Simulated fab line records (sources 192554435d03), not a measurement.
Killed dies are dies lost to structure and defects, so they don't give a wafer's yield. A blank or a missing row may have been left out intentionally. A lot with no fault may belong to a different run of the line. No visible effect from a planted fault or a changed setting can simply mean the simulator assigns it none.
Chamber matching / flow n5 finfet / N5_BEOL_M11_STRIP_67 on rie diel-04: 4 sister chambers
The step strips in CF4. 4 wafers are shown with their chamber, then 7 later ones without.

## WAFERS PAIRED WITH THEIR CHAMBERS
wafer=L077.5; chamber=1; showerhead plenum p Torr (Torr)=1.84
wafer=L079.5; chamber=2; showerhead plenum p Torr (Torr)=1.74
wafer=L082.5; chamber=3; showerhead plenum p Torr (Torr)=1.84
wafer=L080.5; chamber=0; showerhead plenum p Torr (Torr)=1.83

## WAFERS WHOSE CHAMBER IS MISSING
wafer=L080.6; showerhead plenum p Torr (Torr)=1.74
wafer=L086.3; showerhead plenum p Torr (Torr)=1.84
wafer=L086.4; showerhead plenum p Torr (Torr)=1.83
wafer=L086.5; showerhead plenum p Torr (Torr)=1.84
wafer=L095.2; showerhead plenum p Torr (Torr)=1.83
wafer=L095.3; showerhead plenum p Torr (Torr)=1.83
wafer=L095.4; showerhead plenum p Torr (Torr)=1.82

## THE CHAMBER EACH PASSED THROUGH
wafer=L080.6; from the rows above=2; in truth=2
wafer=L086.3; from the rows above=can't be placed: 1 or 3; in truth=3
wafer=L086.4; from the rows above=0; in truth=0
wafer=L086.5; from the rows above=can't be placed: 1 or 3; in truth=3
wafer=L095.2; from the rows above=0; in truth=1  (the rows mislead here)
wafer=L095.3; from the rows above=0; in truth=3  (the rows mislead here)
wafer=L095.4; from the rows above=0; in truth=0
Correctly placed: 3 of 7. Cannot be placed on the basis of these rows: 2; the candidates contain the true chamber in 2. 2 placed wrongly.
How it was worked out, from the rows above alone: a wafer's distance from a chamber is the root of the sum, over the readings, of the square of ((its reading less the chamber's mean) divided by the reading's scatter). The wafer belongs to the nearest chamber; if the next one is less than 2 further off, it can't be placed. A chamber's mean is the mean of its shown wafers. The scatter: with one shown wafer a chamber, the root of the mean of the squares of how far each hidden wafer lies from its nearest shown one.
